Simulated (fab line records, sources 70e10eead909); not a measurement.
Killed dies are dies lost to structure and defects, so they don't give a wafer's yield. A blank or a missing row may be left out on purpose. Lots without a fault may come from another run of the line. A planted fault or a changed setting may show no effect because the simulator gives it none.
fab line records | flow nand_harc
record lots=7 wafers=21 last_day=23
route steps=1159 shown A_CHANNEL_FILL_D1@500
lots that met no fault: from a run of the same line without faults
start_h: hours from the record's first day to the start of the lot's first wafer shown | wait_h: hours since the lot's step before | " the same as in the row above | L1.1+2: a row that stands for several wafers | - no value, or no start given | * or withheld: withheld | < > ~ a bound
route shown NAME@n: a module of which the file shows steps, and the number in the route of the first | usual: mean/standard deviation of fault-free wafers | same: alike in all rows | chamber/n: place in a boat | sites: the reading at each site | _std_site: their standard deviation | _edge_site: outer sites' mean less inner sites' | radius_mm: how far each site lies from the wafer's centre | mask NAME#n: copy n | behind: the tool/chamber that last shaped the wafer | hold: why the lot was held/for how many hours/how that ended | device: the transistor (n, p or np) that didn't switch | end of line: the same wafers' tests at the end of the route | a step without rows: its recipe alone | killed: dies lost to structure and defects at the first sort, not the wafer's yield | map: a wafer's dies, x killed, . not, _ none there
set.NAME: the setting as run; set.NAME@STEP: as run at that earlier step | model.NAME: the simulator's own value behind a step, which no gauge read
lots at some steps of the route; a table a step, a row a wafer
services: from which hour (start_h, from the record's first day; less than 0 if before it) a tool's chamber was out of use, for how many hours, and why
## steps
# step NHARC_A_CHANNEL_FILL_D1_ETCHBACK_20
# recipe target_depth_a=270 time_s=13.5 c4f8_flow_sccm=withheld o2_flow_sccm=8 ar_flow_sccm=withheld rf_w=600 bias_w=1500 chemistry=C4F8/O2/Ar
# usual chamber_pressure_mTorr=25.001/0.024 oes_product_au=0.96/0.04 rf_vpp_V=978/4.3
# columns lot.wafer tool chamber start_h wait_h chamber_pressure_mTorr oes_product_au rf_hours_counter_h rf_vpp_V
L638.4 rie_diel-12 0 219.35 - 25.006 1.01 0.9 977
L638.2 " 1 " " 24.992 1.02 0.8 976
L638.5 " 3 " " 25.028 1.04 - 970
L642.3 rie_diel-10 1 230.68 - 25.029 1.00 1.2 979
L642.1 " 2 " " 25.019 0.99 1.1 974
L642.2 " 3 " " 25.001 1.01 1.1 980
L650.4 rie_diel-12 3 280.79 - 25.002 1.02 10.4 971
L650.2 " 0 " " 25.006 1.01 9.6 978
L650.6 " 2 " " 24.948 0.98 - 979
L651.2 rie_diel-11 0 280.80 - 25.005 0.99 3.2 982
L651.3 " 1 " " 25.020 1.02 2.6 980
L651.6 " 0 " " 24.955 0.99 - 982
L648.2 rie_diel-10 2 284.81 - 25.006 0.93 2.7 973
L648.4 " 3 " " 25.023 0.92 2.4 977
L648.6 " 1 " " 25.018 0.91 - 978
L653.2 rie_diel-10 1 304.15 - 24.969 1.00 3.0 976
L653.4 " 3 " " 25.002 1.01 - 977
L653.6 " 2 " " 24.995 0.99 - 973
L658.1 rie_diel-10 3 331.62 - 24.992 0.94 3.7 977
L658.3 " 0 " " 25.016 0.91 3.3 985
L658.2 " 1 " " 24.986 0.92 3.7 980
# step NHARC_A_CHANNEL_FILL_D1_STRIP_28
# recipe time_s=20 o2_flow_sccm=500 ar_flow_sccm=0 bias_w=0 chemistry=O2
# usual chamber_pressure_mTorr=60.00/0.058 drypump_motor_current_A=5.8/0.37 oes_product_au=1.001/0.013 rf_vpp_V=57.9/0.95 showerhead_plenum_p_Torr=3.53/0.11 throttle_valve_pct=17.036/0.0088
# columns lot.wafer tool chamber start_h wait_h chamber_pressure_mTorr drypump_motor_current_A oes_product_au rf_hours_counter_h rf_vpp_V showerhead_plenum_p_Torr throttle_valve_pct
L638.2 rie_diel-12 2 219.44 0.1 60.00 5.4 0.984 0.8 56.4 3.55 17.040
L638.4 " 3 " " 59.90 6.3 1.019 0.8 56.5 3.31 17.030
L638.5 " 1 " " 60.03 5.9 1.011 - 59.7 3.48 17.030
L642.2 rie_diel-10 0 230.77 0.1 60.04 5.2 1.004 1.1 59.0 3.68 17.028
L642.3 " 1 " " 60.05 5.8 0.989 1.2 58.0 3.53 17.044
L642.1 " 2 " " 59.99 6.1 0.990 1.1 58.3 3.42 17.040
L651.2 rie_diel-11 0 280.89 0.1 60.05 5.7 1.010 3.2 57.3 3.63 17.035
L651.3 " 1 " " 59.96 5.3 1.033 2.6 58.8 3.58 17.027
L651.6 " 1 " " 59.93 5.3 1.037 - 58.2 3.58 17.035
L650.4 rie_diel-12 2 280.94 0.1 59.97 5.4 0.991 9.8 57.1 3.55 17.037
L650.2 " 0 " " 59.89 6.6 1.015 9.6 58.0 3.50 17.021
L650.6 " 2 " " 60.03 5.4 0.996 - 56.5 3.55 17.029
L648.2 rie_diel-10 2 284.90 0.1 59.94 6.1 0.992 2.7 58.6 3.42 17.032
L648.4 " 3 " " 60.04 6.1 1.003 2.4 57.0 3.54 17.036
L648.6 " 0 " " 59.99 5.2 0.992 - 57.9 3.68 17.035
L653.2 rie_diel-10 3 304.25 0.1 59.94 6.1 1.006 2.7 58.7 3.54 17.045
L653.4 " 1 " " 59.96 5.8 0.990 - 58.5 3.52 17.033
L653.6 " 2 " " 60.01 6.1 0.983 - 58.3 3.42 17.011
L658.3 rie_diel-10 3 331.74 0.1 59.96 6.1 1.001 3.7 57.3 3.54 17.032
L658.2 " 0 " " 59.97 5.2 0.992 3.3 59.7 3.68 17.035
L658.1 " 1 " " 60.06 5.7 1.000 3.8 57.7 3.52 17.030
# step NHARC_A_CHANNEL_FILL_D1_PRECLEAN_21
# recipe time_s=30 chemistry=dHF
# step NHARC_A_CHANNEL_FILL_D1_SRD_23
# step NHARC_A_CHANNEL_FILL_D1_CVD_05
# recipe target_thk_a=50 temp_c=550 material=poly-Si
# step NHARC_A_CHANNEL_FILL_D1_ANNEAL_22
# recipe temp_c=620 time_s=7200
# step NHARC_A_CHANNEL_FILL_D1_ALD_25
# recipe target_thk_a=600 pulse_time_s=10 ald_cycles=600 temp_c=300 material=SiOx
# usual heater_power_w=462/40 precursor_pulse_height_rel=1.001/0.021
# same pulse_time_s=10
# columns lot.wafer tool chamber start_h wait_h heater_power_w precursor_pulse_height_rel
L638.4 ald_hk-03 1 232.40 0.7 478 1.023
L638.2 " 3 233.63 1.9 495 1.037
L638.5 " 1 234.86 3.1 461 0.973
L642.3 ald_hk-01 2 243.45 0.6 439 1.004
L642.2 " 3 " " 377 0.993
L642.1 " 0 " " 465 1.005
L651.3 ald_hk-03 1 292.56 0.1 461 1.027
L651.2 " 3 293.78 1.3 504 0.978
L651.6 " 1 294.99 2.5 471 0.988
L650.2 ald_hk-01 2 292.57 0.1 444 1.016
L650.4 " 1 294.37 1.9 473 1.022
L650.6 " 3 295.57 3.1 380 1.026
L648.2 ald_hk-01 1 297.85 1.3 476 1.028
L648.4 " 2 " " 433 1.000
L648.6 " 0 299.69 3.1 453 1.004
L653.2 ald_hk-03 1 316.50 0.7 459 0.997
L653.4 " 2 " " 497 0.982
L653.6 " 1 318.98 3.1 468 0.959
L658.1 ald_hk-03 2 344.20 0.7 445 1.014
L658.2 " 3 " " 551 1.017
L658.3 " 0 " " 461 0.993
# step NHARC_A_CHANNEL_FILL_D1_ETCHBACK_08
# recipe target_depth_a=2200 time_s=110 c4f8_flow_sccm=20 ar_flow_sccm=withheld rf_w=600 bias_w=300 chemistry=C4F8
# usual chamber_pressure_mTorr=25.004/0.024 oes_product_au=0.95/0.036 rf_vpp_V=441.3/2.2
# columns lot.wafer tool chamber start_h wait_h chamber_pressure_mTorr oes_product_au rf_hours_counter_h rf_vpp_V
L638.4 rie_diel-10 0 - - 25.018 0.92 1 444.0
L638.2 " 2 " " 24.980 0.91 1 437.7
L638.5 " 1 " " 25.038 0.92 - 442.6
L642.2 rie_diel-10 1 - - 25.029 0.91 2 441.6
L642.1 " 2 " " 25.007 0.91 2 439.0
L642.3 " 0 " " 25.010 0.93 2 444.1
L650.2 rie_diel-10 3 - - 25.034 0.92 3 442.9
L650.4 " 0 " " 25.019 0.91 3 444.2
L650.6 " 2 " " 25.018 0.92 - 437.9
L651.2 rie_diel-11 0 - - 25.008 0.92 4 444.1
L651.3 " 2 " " 25.033 0.90 3 437.3
L651.6 " 1 " " 24.993 0.94 - 442.4
L648.4 rie_diel-11 0 - - 24.991 0.93 4 442.2
L648.2 " 2 " " 25.001 0.92 4 438.2
L648.6 " 0 " " 25.005 0.93 - 441.9
L653.4 rie_diel-10 1 - - 25.004 0.92 3 440.8
L653.2 " 2 " " 25.013 0.92 3 437.1
L653.6 " 0 " " 25.001 0.98 - 443.8
L658.1 rie_diel-10 2 - - 25.003 0.92 4 437.6
L658.2 " 3 " " 24.998 0.92 4 441.1
L658.3 " 0 " " 25.034 0.92 4 443.8
# step NHARC_A_CHANNEL_FILL_D1_STRIP_29
# recipe time_s=20 o2_flow_sccm=500 ar_flow_sccm=0 bias_w=0 chemistry=O2
# usual chamber_pressure_mTorr=60.00/0.054 drypump_motor_current_A=5.8/0.34 oes_product_au=0.999/0.012 rf_vpp_V=57.8/0.89 showerhead_plenum_p_Torr=3.55/0.11 throttle_valve_pct=17.036/0.009
# columns lot.wafer tool chamber start_h wait_h chamber_pressure_mTorr drypump_motor_current_A oes_product_au rf_hours_counter_h rf_vpp_V showerhead_plenum_p_Torr throttle_valve_pct
L638.2 rie_diel-10 1 - - 60.01 5.8 0.995 1 57.4 3.53 17.040
L638.4 " 2 " " 60.03 6.1 0.989 1 57.7 3.42 17.029
L638.5 " 1 " " 60.01 5.8 0.994 - 56.9 3.53 17.044
L642.1 rie_diel-10 1 - - 60.07 5.8 0.998 2 55.7 3.53 17.017
L642.2 " 2 " " 59.91 6.1 0.987 2 58.6 3.42 17.034
L642.3 " 3 " " 59.95 6.1 1.010 2 57.8 3.54 17.048
L650.4 rie_diel-10 3 - - 59.99 6.1 0.987 3 56.9 3.54 17.041
L650.2 " 0 " " 60.01 5.2 0.984 3 58.9 3.68 17.035
L650.6 " 0 " " 59.99 5.2 0.998 - 58.7 3.68 17.039
L651.3 rie_diel-11 2 - - 60.01 5.8 0.980 3 59.4 3.41 17.047
L651.2 " 1 " " 59.99 5.3 1.027 3 56.7 3.58 17.031
L651.6 " 3 " " 59.90 6.1 0.992 - 58.0 3.74 17.032
L648.2 rie_diel-11 2 - - 60.07 5.8 0.986 4 57.3 3.41 17.032
L648.4 " 3 " " 59.89 6.2 1.003 4 57.9 3.74 17.045
L648.6 " 2 " " 59.93 5.8 0.981 - 57.0 3.41 17.024
L653.4 rie_diel-10 1 - - 60.04 5.8 0.990 3 56.9 3.53 17.041
L653.2 " 2 " " 60.02 6.1 1.001 3 57.3 3.42 17.036
L653.6 " 1 " " 59.96 5.8 0.992 - 57.9 3.52 17.023
L658.3 rie_diel-10 1 - - 59.97 5.8 1.001 4 57.9 3.52 17.036
L658.2 " 2 " " 60.08 6.1 0.979 5 57.1 3.42 17.036
L658.1 " 3 " " 59.92 6.1 0.993 4 58.3 3.54 17.036
# step NHARC_A_CHANNEL_FILL_D1_PRECLEAN_30
# recipe time_s=30 chemistry=dHF
# step NHARC_A_CHANNEL_FILL_D1_SRD_31
# step NHARC_A_CHANNEL_FILL_D1_CVD_09
# recipe target_thk_a=1500 temp_c=620 pressure_mtorr=200 time_s=3000 material=poly-Si
# usual pressure_mtorr=200.0/0.41 run_length_s=3001.9/0.56 spike_tc_centre_C=620.6/1.1 spike_tc_lower_C=620.0/1.4 zone_power_bottom_pct=12.3/0.32
# columns lot.wafer tool chamber start_h wait_h pressure_mtorr run_length_s spike_tc_centre_C spike_tc_lower_C zone_power_bottom_pct
L638.2 lpcvd_poly-04 0 240.03 2.4 200.1 3002.6 619.9 617.4 12.0
L638.4 " 0 " " 200.2 3002.6 621.5 619.5 12.1
L638.5 " 0 " " 200.4 3002.6 622.4 620.5 11.8
L642.1 lpcvd_poly-04 0 251.10 1.8 200.1 3002.4 620.5 619.8 12.2
L642.2 " 0 " " 200.4 3002.4 619.9 619.0 11.6
L642.3 " 0 " " 199.3 3002.4 621.4 619.1 11.9
L650.2 lpcvd_poly-04 - 300.72 2.4 - - - - -
L650.4 " - " " - - - - -
L650.6 " - " " - - - - -
L651.2 lpcvd_poly-04 - 300.72 2.4 - - - - -
L651.3 " - " " - - - - -
L651.6 " - " " - - - - -
L648.2 lpcvd_poly-02 - 304.71 2.2 - - - - -
L648.4 " - " " - - - - -
L648.6 " - " " - - - - -
L653.2 lpcvd_poly-02 0 323.99 2.2 199.3 3001.3 621.2 620.3 12.4
L653.4 " 0 " " 199.5 3001.3 619.1 621.4 12.3
L653.6 " 0 " " 199.9 3001.3 620.3 622.2 12.1
L658.1 lpcvd_poly-04 0 351.83 2.4 200.6 3003.0 622.1 618.9 12.1
L658.2 " 0 " " 199.7 3003.0 621.5 619.6 12.0
L658.3 " 0 " " 200.8 3003.0 621.3 620.3 12.2
# step NHARC_A_CHANNEL_FILL_D1_CMP_10
# recipe target_thk_nm=150
# usual motor_current_A=12.5/1.3 slurry_filter_dp_kPa=13.51/0.14 time_to_endpoint_s=15/3.7
# columns lot.wafer tool chamber start_h wait_h motor_current_A slurry_filter_dp_kPa time_to_endpoint_s
L638.2 cmp-03 2 243.20 0.4 12.9 13.45 9
L638.4 " 3 " " 15.5 13.62 14
L638.5 " 2 " " 12.9 13.51 10
L642.3 cmp-04 2 254.43 0.5 13.4 13.55 14
L642.2 " 3 " " 11.1 13.51 21
L642.1 " 0 " " 13.1 13.43 19
L651.2 cmp-02 3 303.94 0.4 13.1 13.64 5
L651.3 " 0 " " 13.6 13.67 2
L651.6 " 2 " " 11.2 13.30 3
L650.4 cmp-03 0 303.96 0.4 10.3 13.70 6
L650.2 " 1 " " 12.1 13.39 5
L650.6 " 2 " " 12.8 13.34 0
L648.2 cmp-03 3 307.93 0.4 14.8 13.53 4
L648.4 " 0 " " 11.0 13.27 7
L648.6 " 3 " " 14.8 13.64 4
L653.2 cmp-04 2 327.19 0.4 13.6 13.57 9
L653.4 " 3 " " 11.1 13.45 16
L653.6 " 1 " " 11.7 13.43 10
L658.3 cmp-04 0 355.00 0.4 13.0 13.42 21
L658.2 " 1 " " 11.5 13.49 16
L658.1 " 2 " " 13.0 13.32 18
## services
# columns tool chamber start_h hours kind
rie_diel-12 - 202.54 9.0 pm
cmp-04 - 203.00 4.0 pm
cmp-03 - 215.34 7.8 repair
ald_hk-01 - 230.09 10.0 pm
rie_diel-12 1 232.61 3.2 repair
rie_diel-11 1 241.05 7.2 repair
cmp-04 - 244.91 1.0 repair
cmp-03 - 254.00 4.0 pm
cmp-04 - 255.27 0.6 repair
rie_diel-10 3 259.30 6.5 repair
rie_diel-11 2 266.03 2.3 repair
rie_diel-11 2 269.29 6.7 repair
ald_hk-01 - 271.73 5.0 repair
cmp-03 - 275.96 0.4 repair
cmp-03 - 278.61 1.9 repair
rie_diel-10 0 300.54 14.2 repair
cmp-04 - 301.00 4.0 pm
rie_diel-12 1 304.04 8.8 repair
rie_diel-12 2 305.38 4.5 repair
cmp-04 - 308.25 0.3 repair
lpcvd_poly-04 - 314.00 26.0 pm
ald_hk-03 - 324.58 10.0 pm
rie_diel-12 2 330.81 6.5 repair
rie_diel-10 - 353.50 9.0 pm
## key
first_sign step=NHARC_A_CHANNEL_FILL_D1_CVD_09 reading=tool_record direction=missing
effect step=NHARC_A_CHANNEL_FILL_D1_CMP_10 reading=time_to_endpoint_s direction=down sigmas=2.9 usual=* struck=*
met_at NHARC_A_CHANNEL_FILL_D1_CVD_09
struck_wafers L648.2,L648.4,L648.6,L650.2,L650.4,L650.6,L651.2,L651.3,L651.6
later_rows_left_out L648.2,L648.4,L648.6,L650.2,L650.4,L650.6,L651.2,L651.3,L651.6
sort_left_out L648.2,L648.4,L648.6,L650.2,L650.4,L650.6,L651.2,L651.3,L651.6
tester_left_out L648,L650,L651
onset_between 251.10 300.72
fault kind=skipped_step_whole tool=lpcvd_poly-02,lpcvd_poly-04 chamber=- onset_h=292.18 steps=NHARC_A_CHANNEL_FILL_D1_CVD_09 scope=struck_lots_only
# tester_left_out: of these lots the tester's yield and bins aren't shown, on N5 and GAA mostly nor the transistor test; their killed dies are dies lost to structure and defects alone, not to doping, threshold or leakage, so they don't give the yield
# sort_left_out: the simulated sort isn't trusted on such a fault, so these wafers' sort isn't shown, and their yield isn't known
# later_rows_left_out: the simulator's readings of these wafers behind a module that went badly wrong aren't trusted and aren't shown, but for the sort
